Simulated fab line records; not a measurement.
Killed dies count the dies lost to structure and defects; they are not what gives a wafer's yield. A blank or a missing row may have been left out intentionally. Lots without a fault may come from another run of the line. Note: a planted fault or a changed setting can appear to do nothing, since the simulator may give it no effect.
Split-lot trial / flow n5 finfet / on a route of 1938 steps: 7 lots, 21 wafers read

== SPLIT DETAILS ==
At N5_MOL_CONTACT_COAG_ETCH_105 (etches SiARC in CF4, target depth 15.6 nm, time 26 s), the setting bias w was moved away from the recipe's 36 W on 7 of the 21 wafers read, by -14.6% to +17.9%. This setting was run at the recipe's value on the other wafers.

The split's own step is where the reading is taken.

== THE READING ==
rf vpp V, in V, at N5_MOL_CONTACT_COAG_ETCH_105 (etches SiARC in CF4, target depth 15.6 nm, time 26 s). On this fab line, fault-free wafers typically give 183.9 V with a standard deviation of 1.4 V.

wafer=L080.1; tool, chamber at the split=rie diel-01, 3; bias w as run, W=36; against the recipe=recipe; rf vpp V, V=186.3; against lot-mates on the recipe=-
wafer=L080.2; tool, chamber at the split=rie diel-01, 1; bias w as run, W=36; against the recipe=recipe; rf vpp V, V=182.8; against lot-mates on the recipe=-
wafer=L080.3; tool, chamber at the split=rie diel-01, 2; bias w as run, W=36; against the recipe=recipe; rf vpp V, V=184.9; against lot-mates on the recipe=-
wafer=L082.2; tool, chamber at the split=rie diel-04, 2; bias w as run, W=36; against the recipe=recipe; rf vpp V, V=184.3; against lot-mates on the recipe=-
wafer=L082.3; tool, chamber at the split=rie diel-04, 1; bias w as run, W=36; against the recipe=recipe; rf vpp V, V=182.0; against lot-mates on the recipe=-
wafer=L082.6; tool, chamber at the split=rie diel-04, 0; bias w as run, W=36; against the recipe=recipe; rf vpp V, V=184.1; against lot-mates on the recipe=-
wafer=L085.4; tool, chamber at the split=rie diel-05, 0; bias w as run, W=41.01; against the recipe=+13.9%; rf vpp V, V=198.9; against lot-mates on the recipe=+14.4
wafer=L085.5; tool, chamber at the split=rie diel-05, 3; bias w as run, W=36; against the recipe=recipe; rf vpp V, V=184.5; against lot-mates on the recipe=-
wafer=L085.6; tool, chamber at the split=rie diel-05, 2; bias w as run, W=41.01; against the recipe=+13.9%; rf vpp V, V=199.2; against lot-mates on the recipe=+14.7
wafer=L088.1; tool, chamber at the split=rie diel-05, 1; bias w as run, W=30.76; against the recipe=-14.6%; rf vpp V, V=165.7; against lot-mates on the recipe=-16.9
wafer=L088.5; tool, chamber at the split=rie diel-05, 3; bias w as run, W=30.76; against the recipe=-14.6%; rf vpp V, V=165.2; against lot-mates on the recipe=-17.4
wafer=L088.6; tool, chamber at the split=rie diel-05, 0; bias w as run, W=36; against the recipe=recipe; rf vpp V, V=182.6; against lot-mates on the recipe=-
wafer=L094.1; tool, chamber at the split=rie diel-04, 0; bias w as run, W=36; against the recipe=recipe; rf vpp V, V=186.5; against lot-mates on the recipe=-
wafer=L094.2; tool, chamber at the split=rie diel-04, 3; bias w as run, W=36; against the recipe=recipe; rf vpp V, V=186.2; against lot-mates on the recipe=-
wafer=L094.5; tool, chamber at the split=rie diel-04, 1; bias w as run, W=36; against the recipe=recipe; rf vpp V, V=185.8; against lot-mates on the recipe=-
wafer=L096.3; tool, chamber at the split=rie diel-04, 3; bias w as run, W=42.43; against the recipe=+17.9%; rf vpp V, V=203.5; against lot-mates on the recipe=+16.4
wafer=L096.4; tool, chamber at the split=rie diel-04, 0; bias w as run, W=42.43; against the recipe=+17.9%; rf vpp V, V=203.9; against lot-mates on the recipe=+16.8
wafer=L096.5; tool, chamber at the split=rie diel-04, 1; bias w as run, W=36; against the recipe=recipe; rf vpp V, V=187.1; against lot-mates on the recipe=-
wafer=L097.3; tool, chamber at the split=rie diel-04, 0; bias w as run, W=36; against the recipe=recipe; rf vpp V, V=184.5; against lot-mates on the recipe=-
wafer=L097.4; tool, chamber at the split=rie diel-04, 3; bias w as run, W=33.15; against the recipe=-7.9%; rf vpp V, V=175.3; against lot-mates on the recipe=-9.6
wafer=L097.6; tool, chamber at the split=rie diel-04, 0; bias w as run, W=36; against the recipe=recipe; rf vpp V, V=185.3; against lot-mates on the recipe=-

THE FIT
A straight line over all 21 wafers: rf vpp V changes by +1.14 V for each +1% of bias w; r = +0.99; the points scatter about the line by 1.6 V.
The same after taking each lot's own level away (the mean of its wafers on the recipe; 21 wafers): +1.05 V for each +1%; r = +0.99; scatter 1.1 V.
Per that fit: largest bias w move, reading shift of 19 V.
Measured against the standard deviation above, the lots' own levels, which go from 182.60 to 187.10 V, span 3.2 times it.
Consequently the slope shifts little with the lot-to-lot level, the two slopes agreeing.
Check: +18.9 V against its lot-mates is what the line predicts for one of the wafers moved furthest among these (+17.9%) when that wafer is left out of the fit. It came out at +16.4 V against them.
Tool readings at the split's step, against how far the setting was moved: rf vpp V r = +0.99.

== FILE'S OWN FIT ==
rf vpp V changes by +1.05 V for each +1% of bias w, r = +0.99.
